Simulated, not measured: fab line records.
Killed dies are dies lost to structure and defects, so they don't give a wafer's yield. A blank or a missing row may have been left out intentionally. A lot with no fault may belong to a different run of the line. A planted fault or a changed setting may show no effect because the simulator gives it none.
Matching of chambers + flow nand_harc + NHARC_P_CONTACT_CMP_01 on cmp-03: 4 sister chambers
The step polishes SiO2, target thk 200 nm. 8 wafers are shown with their chamber, then 9 later ones without.

## EACH WAFER AND ITS CHAMBER
| wafer  | chamber | motor_current_A (A) | slurry_filter_dp_kPa (kPa) |
|--------|---------|---------------------|----------------------------|
| L078.5 | 2       | 14.4                | 13.57                      |
| L078.6 | 3       | 12.8                | 13.62                      |
| L082.6 | 1       | 13.4                | 13.62                      |
| L085.4 | 1       | 13.1                | 13.71                      |
| L085.6 | 2       | 14.5                | 13.52                      |
| L086.2 | 0       | 10.1                | 13.44                      |
| L086.4 | 3       | 12.9                | 13.67                      |
| L086.5 | 0       | 10.2                | 13.45                      |

## WAFERS WITHOUT THEIR CHAMBER
| wafer  | motor_current_A (A) | slurry_filter_dp_kPa (kPa) |
|--------|---------------------|----------------------------|
| L088.2 | 12.9                | 13.52                      |
| L088.4 | 14.4                | 13.48                      |
| L088.5 | 9.8                 | 13.54                      |
| L091.1 | 13.3                | 13.68                      |
| L091.2 | 9.8                 | 13.39                      |
| L091.5 | 13.0                | 13.36                      |
| L096.1 | 13.5                | 13.45                      |
| L096.3 | 13.6                | 13.63                      |
| L096.5 | 9.4                 | 13.45                      |

## WHICH CHAMBER EACH WENT THROUGH
| wafer  | from the rows above     | in truth                   |
|--------|-------------------------|----------------------------|
| L088.2 | can't be placed: 3 or 1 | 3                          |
| L088.4 | 2                       | 2                          |
| L088.5 | 0                       | 0                          |
| L091.1 | 1                       | 1                          |
| L091.2 | 0                       | 0                          |
| L091.5 | can't be placed: 3 or 1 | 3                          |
| L096.1 | can't be placed: 1 or 3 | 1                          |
| L096.3 | 1                       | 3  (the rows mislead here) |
| L096.5 | 0                       | 0                          |
Correct placement for 5 of the 9. These rows do not allow placing 3 (true chamber among the candidates in 3). Number placed wrongly: 1.
How it was worked out, from the rows above alone: a wafer's distance from a chamber is the root of the sum, over the readings, of the square of ((its reading less the chamber's mean) divided by the reading's scatter). If the next closest chamber is less than 2 further off than the closest, the wafer can't be placed; otherwise it belongs to the closest. For every chamber, the mean is computed from those of its wafers that are shown. The scatter: take each reading less its chamber's mean, square it, sum over the shown wafers, divide by the number of wafers less the number of chambers, and take the root.
